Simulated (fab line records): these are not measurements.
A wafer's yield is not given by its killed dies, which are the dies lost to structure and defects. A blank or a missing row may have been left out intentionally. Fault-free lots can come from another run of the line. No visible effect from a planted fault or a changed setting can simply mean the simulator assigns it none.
Lot-split experiment ; flow n5 finfet ; 7 lots, 21 wafers read, on a route of 1938 steps

## ON THE SPLIT
At N5_BEOL_M10_ILD_DEP_00 (deposits SiCOH lowk from DEMS/porogen, target thk 308.51 nm, time 58 s), the setting temp c was moved away from the recipe's 300 C on 8 of the 21 wafers read, by -1.4% to +1.6%. This setting was run at the recipe's value on the other wafers.

## FROM SPLIT TO READING: 1 step shown by the file between the two
- N5_BEOL_M10_CURE_71: cures SiCOH lowk, time 240 s

## THE READING
Values of M10_ILD_THK in nm from N5_BEOL_M10_THK_MEAS_01. A value of 268 nm with a standard deviation of 3.3 nm is what fault-free wafers of this fab line usually give.

wafer;tool, chamber at the split;temp c as run, C;against the recipe;M10_ILD_THK, nm;against lot-mates on the recipe
L077.3;pecvd-01, 1;300;recipe;268;-
L077.4;pecvd-01, 1;300;recipe;272;-
L077.6;pecvd-01, 2;300;recipe;271;-
L074.2;pecvd-01, 2;300;recipe;270;-
L074.3;pecvd-01, 1;300;recipe;271;-
L074.4;pecvd-01, 1;300;recipe;272;-
L080.1;pecvd-03, 0;300;recipe;267;-
L080.3;pecvd-03, 1;297.6;-0.8%;269;+2
L080.5;pecvd-03, 0;297.6;-0.8%;271;+4
L082.1;pecvd-01, 1;300;recipe;265;-
L082.2;pecvd-01, 0;295.8;-1.4%;273;+6
L082.3;pecvd-01, 2;300;recipe;268;-
L087.2;pecvd-01, 0;304.7;+1.6%;256;-14
L087.5;pecvd-01, 2;300;recipe;271;-
L087.6;pecvd-01, 1;300;recipe;269;-
L095.2;pecvd-01, 0;304.9;+1.6%;261;-12
L095.4;pecvd-01, 1;304.9;+1.6%;267;-6
L095.5;pecvd-01, 2;300;recipe;273;-
L096.2;pecvd-03, 1;300;recipe;261;-
L096.4;pecvd-03, 0;297.4;-0.9%;275;+14
L096.6;pecvd-03, 1;297.4;-0.9%;271;+10

FIT RESULTS
A straight line over all 21 wafers: M10_ILD_THK changes by -4.05 nm for each +1% of temp c; r = -0.69; the points scatter about the line by 3.4 nm.
The same after taking each lot's own level away (the mean of its wafers on the recipe; 21 wafers): -6.87 nm for each +1%; r = -0.89; scatter 2.9 nm.
On that fit, the largest move of temp c shifts the reading by 11 nm.
From 261.0 to 273.0 nm: that is the span of the lots' own levels, equal to 3.6 times the standard deviation above.
So the lot-to-lot level blurs the effect unless lot-mates are compared.
Check: -10.6 nm against its lot-mates is what the line predicts for one of the wafers moved furthest among these (+1.6%) when that wafer is left out of the fit. It came out at -12 nm against them.

## ADDITIONAL SPLITS CARRIED BY THESE WAFERS
Before the reading, these wafers also passed through other splits. Each is held against what the fit with the lots' levels taken away leaves over:
other split on the same wafers;wafers away from the commonest value;r with M10_ILD_THK (lot level and that fit taken away)
N5_BEOL_M9_EXPOSE_08 dose mj;10;+0.45
N5_BEOL_M9_ETCH_62 time s;9;+0.02

## THE WHOLE CHAIN: every reading that the file lists as answering this split, in the file's order
step;what it does;reading;change (the file's fit);r (the file's)
N5_BEOL_M10_ILD_DEP_00;deposits SiCOH lowk from DEMS/porogen, target thk 308.51 nm, time 58 s;SiCOH_lowk_of_BEOL_M10_ILD_DEP_00.thk nm (the simulator's own value, which no gauge read);-7.69 nm for each +1% of the setting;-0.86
N5_BEOL_M10_CURE_71;cures SiCOH lowk, time 240 s;SiCOH_lowk_of_BEOL_M10_ILD_DEP_00.thk nm (the simulator's own value, which no gauge read);-6.81 nm for each +1% of the setting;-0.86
N5_BEOL_M10_THK_MEAS_01;;M10_ILD_THK;-6.78 for each +1% of the setting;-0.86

## THE FILE'S OWN FIT
M10_ILD_THK changes by -6.78 nm for each +1% of temp c, r = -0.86.
